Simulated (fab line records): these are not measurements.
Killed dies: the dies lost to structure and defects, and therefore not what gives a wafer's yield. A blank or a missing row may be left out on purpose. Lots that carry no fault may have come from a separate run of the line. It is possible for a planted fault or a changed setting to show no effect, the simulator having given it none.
fab line records -- flow nandHarc
record lots=24, wafers=72, lastDay=24
route steps=1159 shown A_STAIRCASE@676 A_SGD_CUT@760 A_SLIT@780
lots that met no fault: taken from a fault-free run of the same line
startH: start of the lot's first displayed wafer, in hours after the record's first day -- waitH: hours elapsed since this lot's preceding step -- " as in the row above -- L1.1+2: several wafers, shown together as one row -- - value missing, or start not given -- * or withheld: withheld -- < > ~ a bound
route shown NAME@n: a module of which the file shows steps, and the number in the route of the first -- usual: the fault-free wafers' mean and standard deviation -- same: alike in all rows -- chamber/n: place in a boat -- sites: each site's reading -- _std_site: the values' standard deviation -- _edge_site: mean of outer sites minus mean of inner sites -- radiusMm: how far each site lies from the wafer's centre -- mask NAME#n: copy n -- behind: the most recent tool/chamber to have shaped the wafer -- hold: why the lot was held/for how many hours/how that ended -- device: whichever transistor did not switch (one of n, p or np) -- end of line: tests of these same wafers at the route's end -- step lacking rows: just its recipe -- killed: not the wafer's yield, but the dies lost to structure and defects at the first sort -- map: shows each die of a wafer: x if killed, . if not, _ if none is there
set.NAME: the setting the step ran with; set.NAME@STEP: the setting that earlier step ran with -- model.NAME: the simulator's own value behind a step, which no gauge read
one table for each step of the route and one row for each wafer, over a sample of lots
services: a tool's chamber out of use, with start hour (startH, from the record's first day; less than 0 if before it), hours out, and reason
## steps
# step NHARC_A_STAIRCASE_DEP_301
# recipe targetThkA=300, targetThkNm=30, tempC=400, pressureTorr=3.5, flowSccm=200, rfW=350, material=SiON
# usual heaterPowerW=752/66
lot.wafer,tool,chamber,startH,waitH,heaterPowerW
L074.1,pecvd-02,0,258.94,1.6,912
L074.6,pecvd-02,0,258.94,1.6,909
L074.4,pecvd-02,1,258.94,1.6,712
L077.1,pecvd-03,0,275.01,1.5,766
L077.3,pecvd-03,2,275.01,1.5,738
L077.6,pecvd-03,2,275.01,1.5,733
L075.5,pecvd-02,0,275.86,0.4,825
L075.4,pecvd-02,1,275.86,0.4,716
L075.6,pecvd-02,2,275.86,0.4,780
L076.3,pecvd-02,1,279.60,0.9,777
L076.1,pecvd-02,0,279.60,0.9,903
L076.6,pecvd-02,1,279.60,0.9,789
L080.1,pecvd-03,1,284.86,2.0,773
L080.6,pecvd-03,0,284.86,2.0,666
L080.5,pecvd-03,1,284.86,2.0,776
L079.2,pecvd-03,2,285.64,1.3,648
L079.4,pecvd-03,1,285.64,1.3,678
L079.6,pecvd-03,2,285.64,1.3,645
L078.2,pecvd-03,1,288.59,1.3,800
L078.4,pecvd-03,2,288.59,1.3,706
L078.6,pecvd-03,1,288.59,1.3,806
L081.1,pecvd-01,1,292.58,1.6,670
L081.4,pecvd-01,2,292.58,1.6,947
L081.6,pecvd-01,1,292.58,1.6,687
L083.3,pecvd-03,1,311.49,1.0,694
L083.4,pecvd-03,1,311.49,1.0,700
L083.5,pecvd-03,2,311.49,1.0,752
L082.2,pecvd-02,1,313.20,1.3,721
L082.4,pecvd-02,1,313.20,1.3,725
L082.6,pecvd-02,0,313.20,1.3,854
L084.2,pecvd-02,2,317.95,1.2,735
L084.5,pecvd-02,0,317.95,1.2,828
L084.4,pecvd-02,1,317.95,1.2,775
L085.1,pecvd-03,2,320.22,1.6,762
L085.6,pecvd-03,1,320.22,1.6,727
L085.5,pecvd-03,0,320.22,1.6,664
L086.2,pecvd-02,0,331.77,1.2,902
L086.1,pecvd-02,2,331.77,1.2,751
L086.4,pecvd-02,2,331.77,1.2,756
L087.2,pecvd-02,0,332.21,1.3,816
L087.3,pecvd-02,1,332.21,1.3,727
L087.6,pecvd-02,2,332.21,1.3,722
L088.1,pecvd-01,0,338.92,1.6,789
L088.4,pecvd-01,0,338.92,1.6,772
L088.5,pecvd-01,1,338.92,1.6,718
L090.1,pecvd-03,2,347.94,1.6,636
L090.6,pecvd-03,0,347.94,1.6,694
L090.4,pecvd-03,1,347.94,1.6,698
L089.2,pecvd-01,0,350.13,1.3,761
L089.5,pecvd-01,0,350.13,1.3,768
L089.4,pecvd-01,1,350.13,1.3,732
L091.1,pecvd-03,0,360.12,1.5,662
L091.3,pecvd-03,1,360.12,1.5,758
L091.6,pecvd-03,1,360.12,1.5,772
L092.1,pecvd-01,1,361.84,1.7,698
L092.4,pecvd-01,0,361.84,1.7,707
L092.6,pecvd-01,1,361.84,1.7,699
L093.2,pecvd-01,1,366.95,1.3,750
L093.3,pecvd-01,0,366.95,1.3,687
L093.6,pecvd-01,0,366.95,1.3,709
L094.3,pecvd-02,2,378.38,1.1,733
L094.5,pecvd-02,2,378.38,1.1,760
L094.6,pecvd-02,1,378.38,1.1,716
L095.3,pecvd-03,2,379.95,0.9,728
L095.2,pecvd-03,0,379.95,0.9,683
L095.5,pecvd-03,0,379.95,0.9,679
L097.1,pecvd-01,0,380.28,1.6,745
L097.4,pecvd-01,0,380.28,1.6,714
L097.6,pecvd-01,0,380.28,1.6,710
L096.2,pecvd-01,0,387.61,1.3,750
L096.1,pecvd-01,1,387.61,1.3,679
L096.4,pecvd-01,1,387.61,1.3,694
# step NHARC_A_STAIRCASE_DEP_471
# recipe targetThkA=1000, tempC=400, pressureTorr=6.5, rfW=900, teosFlowSccm=161.4, flowSccm=2650, targetThkNm=100, gas=O2, material=SiO2
# usual heaterPowerW=568/65, throttleValvePct=15.6/0.79
lot.wafer,tool,chamber,startH,waitH,heaterPowerW,throttleValvePct
L074.1,pecvd-03,2,306.20,-,546,14.4
L074.6,pecvd-03,2,306.20,-,541,14.4
L074.4,pecvd-03,0,306.20,-,480,15.4
L077.1,pecvd-02,0,323.46,-,629,17.6
L077.3,pecvd-02,2,323.46,-,517,16.4
L077.6,pecvd-02,0,323.46,-,631,17.2
L075.5,pecvd-03,2,323.72,-,566,14.2
L075.6,pecvd-03,0,323.72,-,585,15.1
L075.4,pecvd-03,1,323.72,-,551,16.2
L076.3,pecvd-03,2,330.06,-,477,14.4
L076.1,pecvd-03,0,330.06,-,564,15.4
L076.6,pecvd-03,1,330.06,-,573,16.3
L079.2,pecvd-03,0,330.23,-,575,15.2
L079.6,pecvd-03,0,330.23,-,583,15.3
L079.4,pecvd-03,1,330.23,-,581,16.1
L078.2,pecvd-01,1,335.44,-,478,15.6
L078.6,pecvd-01,0,335.44,-,599,14.3
L078.4,pecvd-01,1,335.44,-,489,15.5
L080.1,pecvd-03,2,335.60,-,537,14.4
L080.5,pecvd-03,1,335.60,-,572,16.3
L080.6,pecvd-03,2,335.60,-,541,14.7
L081.1,pecvd-03,1,342.65,-,556,16.4
L081.4,pecvd-03,0,342.65,-,470,15.6
L081.6,pecvd-03,1,342.65,-,572,16.2
L083.3,pecvd-02,2,358.61,-,636,15.6
L083.4,pecvd-02,1,358.61,-,488,15.5
L083.5,pecvd-02,0,358.61,-,647,16.2
L082.2,pecvd-03,0,358.87,-,568,15.6
L082.6,pecvd-03,1,358.87,-,593,16.3
L082.4,pecvd-03,2,358.87,-,529,14.1
L085.1,pecvd-01,0,371.92,-,519,14.5
L085.6,pecvd-01,0,371.92,-,532,14.3
L085.5,pecvd-01,1,371.92,-,462,16.0
L084.2,pecvd-03,0,372.13,-,470,15.4
L084.5,pecvd-03,1,372.13,-,609,16.4
L084.4,pecvd-03,0,372.13,-,479,15.3
L087.2,pecvd-01,1,384.72,-,578,16.0
L087.3,pecvd-01,2,384.72,-,696,17.2
L087.6,pecvd-01,2,384.72,-,697,17.1
L086.1,pecvd-02,0,384.82,-,608,16.3
L086.2,pecvd-02,1,384.82,-,587,15.8
L086.4,pecvd-02,0,384.82,-,633,16.0
L088.1,pecvd-02,0,385.37,-,658,15.8
L088.4,pecvd-02,0,385.37,-,675,16.5
L088.5,pecvd-02,2,385.37,-,630,15.7
L090.1,pecvd-01,2,395.25,-,743,16.9
L090.6,pecvd-01,1,395.25,-,567,15.8
L090.4,pecvd-01,0,395.25,-,524,14.6
L089.2,pecvd-03,2,395.47,-,561,14.5
L089.4,pecvd-03,0,395.47,-,536,15.3
L089.5,pecvd-03,1,395.47,-,604,16.2
L092.1,pecvd-02,0,409.45,-,607,16.1
L092.6,pecvd-02,1,409.45,-,608,15.8
L092.4,pecvd-02,0,409.45,-,624,16.2
L091.1,pecvd-01,1,409.47,-,517,16.1
L091.3,pecvd-01,0,409.47,-,465,14.6
L091.6,pecvd-01,0,409.47,-,467,14.5
L093.3,pecvd-03,0,412.33,-,548,15.7
L093.2,pecvd-03,2,412.33,-,454,14.6
L093.6,pecvd-03,1,412.33,-,583,16.4
L097.1,pecvd-03,1,429.92,-,566,16.4
L097.4,pecvd-03,1,429.92,-,541,16.2
L097.6,pecvd-03,2,429.92,-,535,14.3
L095.2,pecvd-03,1,430.07,-,574,16.5
L095.3,pecvd-03,2,430.07,-,565,14.6
L095.5,pecvd-03,0,430.07,-,539,15.5
L094.3,pecvd-02,2,430.07,-,664,15.8
L094.6,pecvd-02,0,430.07,-,713,16.3
L094.5,pecvd-02,1,430.07,-,588,15.9
L096.2,pecvd-01,2,441.93,-,753,16.4
L096.1,pecvd-01,1,441.93,-,530,15.1
L096.4,pecvd-01,0,441.93,-,505,14.5
# step NHARC_A_SGD_CUT_INSPECT_11
# usual rawDefectCount=18/10
lot.wafer,tool,chamber,startH,waitH,rawDefectCount
L074.1,defectInspect-01,-,307.73,0.0,17
L074.4,defectInspect-01,-,307.73,0.0,22
L074.6,defectInspect-01,-,307.73,0.0,21
L077.1,defectInspect-01,-,325.00,0.0,3
L077.3,defectInspect-01,-,325.00,0.0,6
L077.6,defectInspect-01,-,325.00,0.0,6
L075.4,defectInspect-02,-,325.04,0.0,25
L075.5,defectInspect-02,-,325.04,0.0,19
L075.6,defectInspect-02,-,325.04,0.0,25
L076.1,defectInspect-01,-,331.64,0.1,8
L076.3,defectInspect-01,-,331.64,0.1,7
L076.6,defectInspect-01,-,331.64,0.1,7
L079.2,defectInspect-02,-,331.68,0.0,8
L079.4,defectInspect-02,-,331.68,0.0,6
L079.6,defectInspect-02,-,331.68,0.0,6
L078.2,defectInspect-02,-,336.84,0.0,6
L078.4,defectInspect-02,-,336.84,0.0,7
L078.6,defectInspect-02,-,336.84,0.0,15
L080.1,defectInspect-02,-,337.17,0.0,21
L080.5,defectInspect-02,-,337.17,0.0,13
L080.6,defectInspect-02,-,337.17,0.0,23
L081.1,defectInspect-02,-,343.99,0.0,29
L081.4,defectInspect-02,-,343.99,0.0,19
L081.6,defectInspect-02,-,343.99,0.0,21
L083.3,defectInspect-01,-,359.99,0.0,13
L083.4,defectInspect-01,-,359.99,0.0,9
L083.5,defectInspect-01,-,359.99,0.0,11
L082.2,defectInspect-02,-,360.38,0.0,37
L082.4,defectInspect-02,-,360.38,0.0,33
L082.6,defectInspect-02,-,360.38,0.0,20
L085.1,defectInspect-01,-,373.54,0.0,26
L085.5,defectInspect-01,-,373.54,0.0,28
L085.6,defectInspect-01,-,373.54,0.0,15
L084.2,defectInspect-02,-,373.69,0.0,8
L084.4,defectInspect-02,-,373.69,0.0,11
L084.5,defectInspect-02,-,373.69,0.0,18
L087.2,defectInspect-01,-,386.27,0.1,37
L087.3,defectInspect-01,-,386.27,0.1,49
L087.6,defectInspect-01,-,386.27,0.1,42
L086.1,defectInspect-02,-,386.41,0.0,14
L086.2,defectInspect-02,-,386.41,0.0,17
L086.4,defectInspect-02,-,386.41,0.0,15
L088.1,defectInspect-02,-,387.25,0.0,8
L088.4,defectInspect-02,-,387.25,0.0,11
L088.5,defectInspect-02,-,387.25,0.0,4
L090.1,defectInspect-02,-,396.79,0.0,31
L090.4,defectInspect-02,-,396.79,0.0,28
L090.6,defectInspect-02,-,396.79,0.0,37
L089.2,defectInspect-01,-,396.96,0.0,4
L089.4,defectInspect-01,-,396.96,0.0,16
L089.5,defectInspect-01,-,396.96,0.0,21
L092.1,defectInspect-01,-,410.92,0.0,18
L092.4,defectInspect-01,-,410.92,0.0,10
L092.6,defectInspect-01,-,410.92,0.0,10
L091.1,defectInspect-01,-,411.07,0.0,24
L091.3,defectInspect-01,-,411.07,0.0,28
L091.6,defectInspect-01,-,411.07,0.0,30
L093.2,defectInspect-02,-,413.74,0.0,11
L093.3,defectInspect-02,-,413.74,0.0,7
L093.6,defectInspect-02,-,413.74,0.0,5
L097.1,defectInspect-02,-,431.30,0.0,27
L097.4,defectInspect-02,-,431.30,0.0,33
L097.6,defectInspect-02,-,431.30,0.0,30
L095.2,defectInspect-01,-,431.74,0.0,13
L095.3,defectInspect-01,-,431.74,0.0,15
L095.5,defectInspect-01,-,431.74,0.0,15
L094.3,defectInspect-02,-,431.91,0.0,22
L094.5,defectInspect-02,-,431.91,0.0,30
L094.6,defectInspect-02,-,431.91,0.0,32
L096.1,defectInspect-01,-,443.46,0.0,14
L096.2,defectInspect-01,-,443.46,0.0,9
L096.4,defectInspect-01,-,443.46,0.0,14
# step NHARC_A_SGD_CUT_ETCH_16
# recipe targetDepthA=3105, timeS=155.2, c4f8FlowSccm=withheld, o2FlowSccm=8, arFlowSccm=withheld, rfW=600, biasW=800, chemistry=C4F8/O2/Ar
# usual oesProductAu=0.973/0.016, rfVppV=726/3.2
lot.wafer,tool,chamber,startH,waitH,oesProductAu,rfHoursCounterH,rfVppV
L074.1,rieDiel-13,1,-,-,0.983,2,729
L074.4,rieDiel-13,3,-,-,0.990,2,721
L074.6,rieDiel-13,0,-,-,0.988,-,729
L077.1,rieDiel-10,3,-,-,0.980,10,727
L077.3,rieDiel-10,2,-,-,0.979,10,728
L077.6,rieDiel-10,2,-,-,0.959,-,727
L075.4,rieDiel-13,1,-,-,0.990,4,729
L075.6,rieDiel-13,0,-,-,0.970,-,731
L075.5,rieDiel-13,1,-,-,0.987,-,728
L076.1,rieDiel-11,0,-,-,0.992,12,726
L076.3,rieDiel-11,3,-,-,1.001,15,723
L076.6,rieDiel-11,0,-,-,0.993,-,724
L079.4,rieDiel-13,2,-,-,0.969,4,729
L079.2,rieDiel-13,3,-,-,0.985,5,720
L079.6,rieDiel-13,1,-,-,0.991,-,730
L078.4,rieDiel-10,2,-,-,0.955,11,728
L078.2,rieDiel-10,0,-,-,0.964,10,724
L078.6,rieDiel-10,2,-,-,0.956,-,728
L080.1,rieDiel-11,0,-,-,0.996,14,726
L080.6,rieDiel-11,1,-,-,0.986,-,729
L080.5,rieDiel-11,2,-,-,0.974,-,720
L081.4,rieDiel-10,1,-,-,0.974,12,725
L081.1,rieDiel-10,2,-,-,0.988,12,728
L081.6,rieDiel-10,3,-,-,0.998,-,729
L083.4,rieDiel-13,0,-,-,0.945,7,729
L083.3,rieDiel-13,2,-,-,0.953,7,729
L083.5,rieDiel-13,1,-,-,0.954,-,729
L082.4,rieDiel-11,2,-,-,0.971,19,721
L082.2,rieDiel-11,0,-,-,0.989,16,724
L082.6,rieDiel-11,2,-,-,0.968,-,720
L085.1,rieDiel-10,0,-,-,0.973,1,724
L085.5,rieDiel-10,3,-,-,0.977,-,727
L085.6,rieDiel-10,0,-,-,0.977,-,724
L084.4,rieDiel-13,3,-,-,0.990,10,721
L084.2,rieDiel-13,0,-,-,1.001,7,729
L084.5,rieDiel-13,3,-,-,0.985,-,720
L087.2,rieDiel-13,2,-,-,0.960,10,728
L087.3,rieDiel-13,0,-,-,0.955,8,728
L087.6,rieDiel-13,3,-,-,0.972,-,720
L086.2,rieDiel-11,2,-,-,0.970,2,719
L086.1,rieDiel-11,0,-,-,0.981,1,725
L086.4,rieDiel-11,1,-,-,0.974,2,728
L088.4,rieDiel-10,3,-,-,0.936,2,730
L088.1,rieDiel-10,1,-,-,0.926,2,724
L088.5,rieDiel-10,3,-,-,0.950,-,728
L090.4,rieDiel-13,1,-,-,0.971,12,730
L090.1,rieDiel-13,3,-,-,0.996,12,721
L090.6,rieDiel-13,1,-,-,0.962,-,730
L089.4,rieDiel-10,0,-,-,0.981,3,724
L089.2,rieDiel-10,1,-,-,0.958,3,724
L089.5,rieDiel-10,3,-,-,0.970,-,727
L092.4,rieDiel-11,0,-,-,0.997,4,724
L092.1,rieDiel-11,3,-,-,0.980,4,722
L092.6,rieDiel-11,0,-,-,0.992,-,726
L091.3,rieDiel-10,1,-,-,0.945,4,725
L091.1,rieDiel-10,2,-,-,0.954,4,726
L091.6,rieDiel-10,1,-,-,0.952,-,726
L093.3,rieDiel-11,1,-,-,0.983,5,725
L093.2,rieDiel-11,3,-,-,0.988,4,724
L093.6,rieDiel-11,2,-,-,0.972,-,719
L097.4,rieDiel-11,0,-,-,0.987,6,726
L097.1,rieDiel-11,2,-,-,0.958,6,722
L097.6,rieDiel-11,0,-,-,0.981,-,725
L094.3,rieDiel-11,3,-,-,0.985,6,722
L094.5,rieDiel-11,0,-,-,0.981,-,725
L094.6,rieDiel-11,1,-,-,0.974,-,728
L095.2,rieDiel-10,0,432.68,0.1,0.972,6,724
L095.3,rieDiel-10,0,432.68,0.1,0.979,-,724
L095.5,rieDiel-10,2,432.68,0.1,0.972,-,727
L096.4,rieDiel-13,1,-,-,0.967,16,730
L096.1,rieDiel-13,2,-,-,0.956,15,730
L096.2,rieDiel-13,3,-,-,0.978,16,720
# step NHARC_A_SGD_CUT_THK_MEAS_22
# recipe thkMeasGauge=ellipsometry
# usual thkNm=148.1/1.4
lot.wafer,tool,chamber,startH,waitH,thkNm
L074.1,filmMetro-02,-,315.33,0.2,147.7
L074.4,filmMetro-02,-,315.33,0.2,149.6
L074.6,filmMetro-02,-,315.33,0.2,150.3
L075.4,filmMetro-02,-,333.82,0.2,149.7
L075.5,filmMetro-02,-,333.82,0.2,146.6
L075.6,filmMetro-02,-,333.82,0.2,150.6
L077.1,filmMetro-01,-,333.82,0.2,149.7
L077.3,filmMetro-01,-,333.82,0.2,149.2
L077.6,filmMetro-01,-,333.82,0.2,150.3
L076.1,filmMetro-02,-,337.41,0.2,150.0
L076.3,filmMetro-02,-,337.41,0.2,148.4
L076.6,filmMetro-02,-,337.41,0.2,148.2
L079.2,filmMetro-01,-,337.42,0.2,149.9
L079.4,filmMetro-01,-,337.42,0.2,146.1
L079.6,filmMetro-01,-,337.42,0.2,150.0
L080.1,filmMetro-02,-,344.80,0.2,147.7
L080.5,filmMetro-02,-,344.80,0.2,147.8
L080.6,filmMetro-02,-,344.80,0.2,148.5
L078.2,filmMetro-01,-,344.80,0.2,150.9
L078.4,filmMetro-01,-,344.80,0.2,146.9
L078.6,filmMetro-01,-,344.80,0.2,150.6
L081.1,filmMetro-02,-,350.01,0.2,147.5
L081.4,filmMetro-02,-,350.01,0.2,146.3
L081.6,filmMetro-02,-,350.01,0.2,147.1
L083.3,filmMetro-01,-,365.78,0.2,147.9
L083.4,filmMetro-01,-,365.78,0.2,149.1
L083.5,filmMetro-01,-,365.78,0.2,147.1
L082.2,filmMetro-02,-,365.82,0.2,149.8
L082.4,filmMetro-02,-,365.82,0.2,149.4
L082.6,filmMetro-02,-,365.82,0.2,147.4
L085.1,filmMetro-01,-,382.94,0.2,148.2
L085.5,filmMetro-01,-,382.94,0.2,149.9
L085.6,filmMetro-01,-,382.94,0.2,149.6
L084.2,filmMetro-01,-,382.96,0.2,148.6
L084.4,filmMetro-01,-,382.96,0.2,147.9
L084.5,filmMetro-01,-,382.96,0.2,148.5
L086.1,filmMetro-02,-,392.06,0.2,146.3
L086.2,filmMetro-02,-,392.06,0.2,146.7
L086.4,filmMetro-02,-,392.06,0.2,148.0
L087.2,filmMetro-01,-,392.07,0.2,149.3
L087.3,filmMetro-01,-,392.07,0.2,148.1
L087.6,filmMetro-01,-,392.07,0.2,149.8
L088.1,filmMetro-02,-,392.09,0.2,147.8
L088.4,filmMetro-02,-,392.09,0.2,148.9
L088.5,filmMetro-02,-,392.09,0.2,146.3
L089.2,filmMetro-01,-,402.80,0.2,143.7
L089.4,filmMetro-01,-,402.80,0.2,146.2
L089.5,filmMetro-01,-,402.80,0.2,147.1
L090.1,filmMetro-02,-,402.81,0.2,146.3
L090.4,filmMetro-02,-,402.81,0.2,150.4
L090.6,filmMetro-02,-,402.81,0.2,148.3
L092.1,filmMetro-01,-,416.94,0.2,148.5
L092.4,filmMetro-01,-,416.94,0.2,149.1
L092.6,filmMetro-01,-,416.94,0.2,147.7
L093.2,filmMetro-02,-,416.94,0.2,150.0
L093.3,filmMetro-02,-,416.94,0.2,150.9
L093.6,filmMetro-02,-,416.94,0.2,148.0
L091.1,filmMetro-01,-,416.94,0.2,148.1
L091.3,filmMetro-01,-,416.94,0.2,147.7
L091.6,filmMetro-01,-,416.94,0.2,147.8
L097.1,filmMetro-02,-,437.06,0.2,147.9
L097.4,filmMetro-02,-,437.06,0.2,149.1
L097.6,filmMetro-02,-,437.06,0.2,147.6
L095.2,filmMetro-01,-,437.06,0.2,146.1
L095.3,filmMetro-01,-,437.06,0.2,146.6
L095.5,filmMetro-01,-,437.06,0.2,148.2
L094.3,filmMetro-02,-,437.06,0.2,148.0
L094.5,filmMetro-02,-,437.06,0.2,146.0
L094.6,filmMetro-02,-,437.06,0.2,147.1
L096.1,filmMetro-01,-,450.01,0.2,147.3
L096.2,filmMetro-01,-,450.01,0.2,147.6
L096.4,filmMetro-01,-,450.01,0.2,147.6
# step NHARC_A_SLIT_DEP_00
# recipe targetThkA=32000, tempC=400, material=aC
# usual throttleValvePct=34.999/0.0097
lot.wafer,tool,chamber,startH,waitH,throttleValvePct
L074.1,aclDep-03,0,316.26,-,35.010
L074.4,aclDep-03,0,316.26,-,34.996
L074.6,aclDep-03,0,316.26,-,35.001
L077.1,aclDep-01,0,334.92,-,35.011
L077.3,aclDep-01,0,334.92,-,34.990
L077.6,aclDep-01,0,334.92,-,34.992
L075.4,aclDep-02,0,335.67,-,34.997
L075.5,aclDep-02,0,335.67,-,35.006
L075.6,aclDep-02,0,335.67,-,35.001
L076.1,aclDep-02,0,338.58,-,34.991
L076.3,aclDep-02,0,338.58,-,34.985
L076.6,aclDep-02,0,338.58,-,34.985
L079.2,aclDep-01,0,339.06,-,34.993
L079.4,aclDep-01,0,339.06,-,34.998
L079.6,aclDep-01,0,339.06,-,34.991
L080.1,aclDep-01,0,345.91,-,35.018
L080.5,aclDep-01,0,347.22,-,34.976
L080.6,aclDep-01,0,347.22,-,34.985
L078.2,aclDep-02,0,346.00,-,34.986
L078.4,aclDep-02,0,346.00,-,35.001
L078.6,aclDep-02,0,346.00,-,34.997
L081.1,aclDep-03,0,353.83,-,35.002
L081.4,aclDep-03,0,353.83,-,34.997
L081.6,aclDep-03,0,353.83,-,35.007
L082.2,aclDep-03,0,367.26,-,35.002
L082.4,aclDep-03,0,367.26,-,35.003
L082.6,aclDep-03,0,367.26,-,34.991
L083.3,aclDep-02,0,367.29,-,34.985
L083.4,aclDep-02,0,367.29,-,35.000
L083.5,aclDep-02,0,367.29,-,35.006
L085.1,aclDep-03,0,383.81,-,34.994
L085.5,aclDep-03,0,385.11,-,34.989
L085.6,aclDep-03,0,385.11,-,35.009
L084.2,aclDep-02,0,384.37,-,34.999
L084.4,aclDep-02,0,384.37,-,34.994
L084.5,aclDep-02,0,384.37,-,34.992
L086.1,aclDep-03,0,392.93,-,34.990
L086.2,aclDep-03,0,392.93,-,35.008
L086.4,aclDep-03,0,392.93,-,34.997
L088.1,aclDep-01,0,393.27,-,35.009
L088.4,aclDep-01,0,393.27,-,34.999
L088.5,aclDep-01,0,393.27,-,35.004
L087.2,aclDep-02,0,393.58,-,34.986
L087.3,aclDep-02,0,393.58,-,35.014
L087.6,aclDep-02,0,393.58,-,34.993
L090.1,aclDep-03,0,404.33,0.5,35.008
L090.4,aclDep-03,0,404.33,0.5,35.001
L090.6,aclDep-03,0,404.33,0.5,34.998
L089.2,aclDep-02,0,404.35,1.0,34.998
L089.4,aclDep-02,0,404.35,1.0,34.982
L089.5,aclDep-02,0,404.35,1.0,34.992
L092.1,aclDep-01,0,419.03,-,35.006
L092.4,aclDep-01,0,419.03,-,34.995
L092.6,aclDep-01,0,419.03,-,35.010
L091.1,aclDep-02,0,419.47,-,34.990
L091.3,aclDep-02,0,419.47,-,35.009
L091.6,aclDep-02,0,419.47,-,35.015
L093.2,aclDep-01,0,421.31,-,34.999
L093.3,aclDep-01,0,421.31,-,35.001
L093.6,aclDep-01,0,421.31,-,34.997
L097.1,aclDep-01,0,437.93,-,34.996
L097.4,aclDep-01,0,437.93,-,34.992
L097.6,aclDep-01,0,437.93,-,34.997
L094.3,aclDep-03,0,438.66,-,35.001
L094.5,aclDep-03,0,438.66,-,34.999
L094.6,aclDep-03,0,438.66,-,34.988
L095.2,aclDep-02,0,440.10,-,34.997
L095.3,aclDep-02,0,440.10,-,34.982
L095.5,aclDep-02,0,440.10,-,35.005
L096.1,aclDep-01,0,452.66,-,34.990
L096.2,aclDep-01,0,452.66,-,35.015
L096.4,aclDep-01,0,452.66,-,35.006
## services
tool,chamber,startH,hours,kind
pecvd-01,-,237.18,13.0,pm
rieDiel-13,3,240.86,2.9,repair
rieDiel-10,2,248.77,1.7,repair
rieDiel-10,0,251.81,1.4,repair
rieDiel-13,0,253.61,6.2,repair
pecvd-02,1,262.67,10.2,repair
rieDiel-11,-,275.28,0.6,repair
rieDiel-13,-,276.00,9.0,pm
pecvd-03,-,276.12,1.2,repair
rieDiel-13,2,285.39,9.3,repair
aclDep-01,-,289.05,0.3,repair
pecvd-03,-,292.25,13.0,pm
rieDiel-10,1,292.97,12.8,repair
aclDep-01,-,294.06,13.0,pm
rieDiel-10,3,305.36,5.0,repair
rieDiel-10,0,317.27,9.8,repair
pecvd-02,-,334.07,13.0,pm
aclDep-02,-,349.18,13.0,pm
rieDiel-13,0,349.77,4.0,repair
rieDiel-10,-,353.71,9.0,pm
pecvd-01,2,362.14,21.4,repair
pecvd-03,0,373.80,4.0,repair
pecvd-03,0,417.01,3.6,repair
pecvd-01,-,418.18,13.0,pm
## key
fault none
